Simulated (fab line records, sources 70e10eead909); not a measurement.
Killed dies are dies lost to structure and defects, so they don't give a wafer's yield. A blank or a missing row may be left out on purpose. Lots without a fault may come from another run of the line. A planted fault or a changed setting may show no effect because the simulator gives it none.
Problem report in the 8D (eight disciplines) form, filled by code | flow nand_harc | the parts of the form that need people (team, actions taken, sign-off) are left out

1. THE PROBLEM
run_length_s at NHARC_A_WL_FILL_ETCHBACK_17 reads a mean of 45.47 s on 1 wafer of 1 lot; wafers without a fault read 48.09 s with a standard deviation of 0.3. That is -8.7 standard deviations from the usual mean.
The step: etches the open film in Cl2/BCl3, target depth 4 nm, time 26.7 s.
First seen on wafer L247.3, day 25 11:41, on rie_metal-03. The record holds 35 wafers of 12 lots with a number at this step. Rule for "out", or "out of limits": more than 4 standard deviations from the usual mean. The other wafers with a number count as sound.

2. WHAT IT IS AND WHAT IT IS NOT
question                    | is                | is not
which readings at this step | run_length_s      | drypump_motor_current_A, oes_product_au
which lots                  | L247              | L235, L236, L237, L239, L240, L241, L242, L248, L255, L257, L258
which wafers of those lots  | L247.3            | L247.5
read on which tools         | rie_metal-03      | rie_metal-01, rie_metal-02
when                        | from day 25 11:41 | up to then (25 sound wafers); but 9 sound wafers of L255, L257, L258 came after

3. SUSPECTS, AND WHAT RULES EACH OUT
Counting: a tool at a process step up to the reading stays a suspect if it ran every lot that is out. Sound lots after the first of them don't rule it out here, since some wafers of a struck lot are sound.
- ald_metal-02 at NHARC_A_WL_FILL_ALD_02 (deposits TiN, target thk 2 nm, pulse time 3 s, ald cycles 100): kept. It ran the lot that is out, L247 (day 25 00:44); its last sound lot up to then is L239 (day 22 00:23).
- plasma_asher-02 at NHARC_A_WL_FILL_STRIP_27 (strips in N2/H2, time 20 s): kept. It ran the lot that is out, L247 (day 25 01:54); its last sound lot up to then is L242 (day 23 22:12).
- rie_diel-13 at NHARC_A_WL_FILL_ETCHBACK_16 (etches the open film in C4F8/O2/Ar, target depth 120 nm, time 24 s): kept. It ran the lot that is out, L247 (day 25 11:41); its last sound lot up to then is L239 (day 22 12:25). NHARC_A_WL_FILL_ETCHBACK_16 gives no start for some lots, so the hours and the order of its lots are those of NHARC_A_WL_FILL_ETCHBACK_17.
- rie_metal-03 at NHARC_A_WL_FILL_ETCHBACK_17 (etches the open film in Cl2/BCl3, target depth 4 nm, time 26.7 s): kept. It ran the lot that is out, L247 (day 25 11:41); its last sound lot up to then is L241 (day 23 01:15). Its own readings are out on those wafers: run_length_s.
- Within ald_metal-02 at NHARC_A_WL_FILL_ALD_02: the wafers that are out ran in chamber 3; their sound lot-mates ran in chamber 2.
- Within rie_diel-13 at NHARC_A_WL_FILL_ETCHBACK_16: the wafers that are out ran in chamber 1; their sound lot-mates ran in chamber 0.
- Within rie_metal-03 at NHARC_A_WL_FILL_ETCHBACK_17: the wafers that are out ran in chamber 0; their sound lot-mates ran in chamber 1.
Left after counting: ald_metal-02 at NHARC_A_WL_FILL_ALD_02, plasma_asher-02 at NHARC_A_WL_FILL_STRIP_27, rie_diel-13 at NHARC_A_WL_FILL_ETCHBACK_16, rie_metal-03 at NHARC_A_WL_FILL_ETCHBACK_17.

4. THE CAUSE (what the simulator had put in)
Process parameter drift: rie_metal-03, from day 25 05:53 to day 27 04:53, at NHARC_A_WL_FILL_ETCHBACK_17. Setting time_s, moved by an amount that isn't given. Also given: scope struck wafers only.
Counting left 4 suspects, and this tool is among them.

5. THE CHAIN OF EFFECTS, in route order
Each row: a reading whose mean over the struck wafers that have a number lies more than 3 standard deviations from the usual. Only readings for which the record gives a usual standard deviation are gone through. hours: the time from each lot's start at the first step in this table that gives one to its start at this step, as a median over the lots. sigmas: the change in usual standard deviations.
hours | step                        | reading      | usual   | on struck wafers | change | sigmas
0     | NHARC_A_WL_FILL_ETCHBACK_17 | run_length_s | 48.09 s | 45.47            | -2.62  | -8.7
The process steps in it:
- NHARC_A_WL_FILL_ETCHBACK_17: etches the open film in Cl2/BCl3, target depth 4 nm, time 26.7 s.

6. WHAT WOULD HAVE CAUGHT IT SOONER
In this record the first reading out of limits was taken at day 25 11:41, 6 hours after the fault began at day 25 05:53.
